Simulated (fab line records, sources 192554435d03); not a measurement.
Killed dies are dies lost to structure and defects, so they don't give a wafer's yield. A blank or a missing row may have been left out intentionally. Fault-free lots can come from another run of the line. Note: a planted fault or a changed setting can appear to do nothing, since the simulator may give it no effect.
Split-lot study | flow n5-finfet | 7 lots, 21 wafers read, on a route of 1938 steps

## ABOUT THE SPLIT
At N5_BEOL_M8_VIA_ETCH_34 (etches SiCOH lowk in C4F6/O2, target depth 125.5 nm, time 50.5 s), the setting source-w was moved away from the recipe's 345 W on 9 of the 21 wafers read, by -8.6% to +11.1%. All remaining wafers had this setting at the recipe value.

The reading comes from the split's own step.

## THE READING
rf-vpp-V, in V, at N5_BEOL_M8_VIA_ETCH_34 (etches SiCOH lowk in C4F6/O2, target depth 125.5 nm, time 50.5 s). Typical for fault-free wafers on this fab line: 668 V, with standard deviation 14 V.

wafer  | tool, chamber at the split | source-w as run, W | against the recipe | rf-vpp-V, V | against lot-mates on the recipe
L080.2 | rie-diel-05, 3             | 345                | recipe             | 669         | -
L080.3 | rie-diel-05, 2             | 319.8              | -7.3%              | 704         | +35
L080.6 | rie-diel-05, 2             | 319.8              | -7.3%              | 705         | +36
L074.2 | rie-diel-01, 1             | 345                | recipe             | 671         | -
L074.4 | rie-diel-01, 2             | 345                | recipe             | 673         | -
L074.5 | rie-diel-01, 1             | 345                | recipe             | 672         | -
L083.2 | rie-diel-03, 0             | 315.2              | -8.6%              | 696         | +31
L083.5 | rie-diel-03, 3             | 315.2              | -8.6%              | 680         | +15
L083.6 | rie-diel-03, 0             | 345                | recipe             | 665         | -
L084.1 | rie-diel-01, 0             | 345                | recipe             | 676         | -
L084.2 | rie-diel-01, 2             | 345                | recipe             | 672         | -
L084.3 | rie-diel-01, 3             | 345                | recipe             | 681         | -
L087.2 | rie-diel-03, 1             | 345                | recipe             | 667         | -
L087.4 | rie-diel-03, 0             | 383.4              | +11.1%             | 631         | -36
L087.5 | rie-diel-03, 1             | 383.4              | +11.1%             | 631         | -36
L092.2 | rie-diel-01, 1             | 345                | recipe             | 670         | -
L092.4 | rie-diel-01, 3             | 362                | +4.9%              | 665         | -5
L092.6 | rie-diel-01, 1             | 362                | +4.9%              | 655         | -15
L094.1 | rie-diel-01, 0             | 345                | recipe             | 675         | -
L094.4 | rie-diel-01, 2             | 345                | recipe             | 673         | -
L094.5 | rie-diel-01, 1             | 319.1              | -7.5%              | 698         | +24

FIT RESULTS
A straight line over all 21 wafers: rf-vpp-V changes by -3.25 V for each +1% of source-w; r = -0.94; the points scatter about the line by 6.9 V.
The same after taking each lot's own level away (the mean of its wafers on the recipe; 21 wafers): -3.27 V for each +1%; r = -0.96; scatter 5.6 V.
On that fit, the largest move of source-w shifts the reading by 36 V.
From 665.0 to 676.3 V: that is the span of the lots' own levels, equal to 0.8 times the standard deviation above.
Hence the lot-to-lot level has little effect on the slope; both slopes agree.
Check: with one of the wafers moved furthest among these (+11.1%) left out of the fit, the line predicts -34.8 V for it against its lot-mates. Against them it came out at -36 V.
Tool readings at the split's step, against how far the setting was moved: rf-vpp-V r = -0.94.

## OTHER SPLITS APPLIED TO THESE WAFERS
Note: prior to the reading, these wafers also went through further splits. Each is held against what the fit with the lots' levels taken away leaves over:
other split on the same wafers | wafers away from the commonest value | r with rf-vpp-V (lot level and that fit taken away)
N5_BEOL_M8_EXPOSE_25 dose-mj   | 9                                    | +0.58

## FILE'S OWN FIT
rf-vpp-V changes by -3.28 V for each +1% of source-w, r = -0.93.
